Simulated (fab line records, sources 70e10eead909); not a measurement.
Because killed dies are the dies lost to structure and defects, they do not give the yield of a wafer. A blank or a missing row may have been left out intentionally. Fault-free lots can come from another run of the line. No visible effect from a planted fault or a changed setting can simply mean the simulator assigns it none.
Which tool was responsible? / flow nand_harc / Sampling: 6 lots, 18 wafers, 4 of 1302 route steps

WHAT THE GAUGES READ, wafer by wafer
NHARC_END_SORT_01.
lot / measured / on / killed_at_array

WHAT TOOL EACH LOT RAN ON (gives the tool, then ch and the chambers of the sampled wafers, and finally the start)
lot=L404; NHARC_A_WL_FILL_ETCHBACK_05=rie_metal-03 ch 0,1, day 20 22:59; NHARC_THIN_TSV_DESCUM_14=rie_diel-13 ch 0,2, day 24 06:14; NHARC_THIN_TSV_PRE_CLEAN_54=pvd_sputter-03, day 24 10:56
lot=L406; NHARC_A_WL_FILL_ETCHBACK_05=rie_metal-03 ch 0,1, day 21 16:44; NHARC_THIN_TSV_DESCUM_14=rie_diel-13 ch 0,2,3, day 25 07:00; NHARC_THIN_TSV_PRE_CLEAN_54=pvd_sputter-03, day 25 11:39
lot=L410; NHARC_A_WL_FILL_ETCHBACK_05=rie_metal-01 ch 0,1, day 22 16:11; NHARC_THIN_TSV_DESCUM_14=rie_diel-13 ch 2,3, day 25 21:38; NHARC_THIN_TSV_PRE_CLEAN_54=pvd_sputter-02, day 26 02:19
lot=L413; NHARC_A_WL_FILL_ETCHBACK_05=rie_metal-03 ch 0,1, day 24 09:18; NHARC_THIN_TSV_DESCUM_14=rie_diel-12 ch 1,2, day 27 17:07; NHARC_THIN_TSV_PRE_CLEAN_54=pvd_sputter-01, day 27 21:58
lot=L423; NHARC_A_WL_FILL_ETCHBACK_05=rie_metal-02 ch 0,1, day 28 13:05; NHARC_THIN_TSV_DESCUM_14=rie_diel-09 ch 0,3, day 32 02:34; NHARC_THIN_TSV_PRE_CLEAN_54=pvd_sputter-02, day 32 07:34
lot=L426; NHARC_A_WL_FILL_ETCHBACK_05=rie_metal-03 ch 0,1, day 29 12:35; NHARC_THIN_TSV_DESCUM_14=rie_diel-09 ch 1,2,3, day 32 17:37; NHARC_THIN_TSV_PRE_CLEAN_54=pvd_sputter-02, day 32 22:15
- NHARC_A_WL_FILL_ETCHBACK_05: etches the open film in Cl2/BCl3, target depth 22 nm, time 60 s.
- NHARC_THIN_TSV_DESCUM_14: chemistry O2, time 3 s.
- NHARC_THIN_TSV_PRE_CLEAN_54: time 30 s.

THE ANSWER, worked out from the rows above alone
Rule: the usual values come from the lots themselves. The widest of any qualifying gaps counts: lots, ordered by their means at a reading, are off when they make up no more than a third of the lots, leave a main group of 4 or more, and stand apart from it by 3 or more times the standard deviation of that group's means. A main group whose means are all the same, to the digits that the tables above print for the reading, isn't used. Also off: a lot with no number at a reading for which 4 or more lots have one. The other lots that the step has rows for count as sound.
Nothing can be told from this: no lot is off at any reading shown.

WHAT THE SIMULATOR HAD INSERTED
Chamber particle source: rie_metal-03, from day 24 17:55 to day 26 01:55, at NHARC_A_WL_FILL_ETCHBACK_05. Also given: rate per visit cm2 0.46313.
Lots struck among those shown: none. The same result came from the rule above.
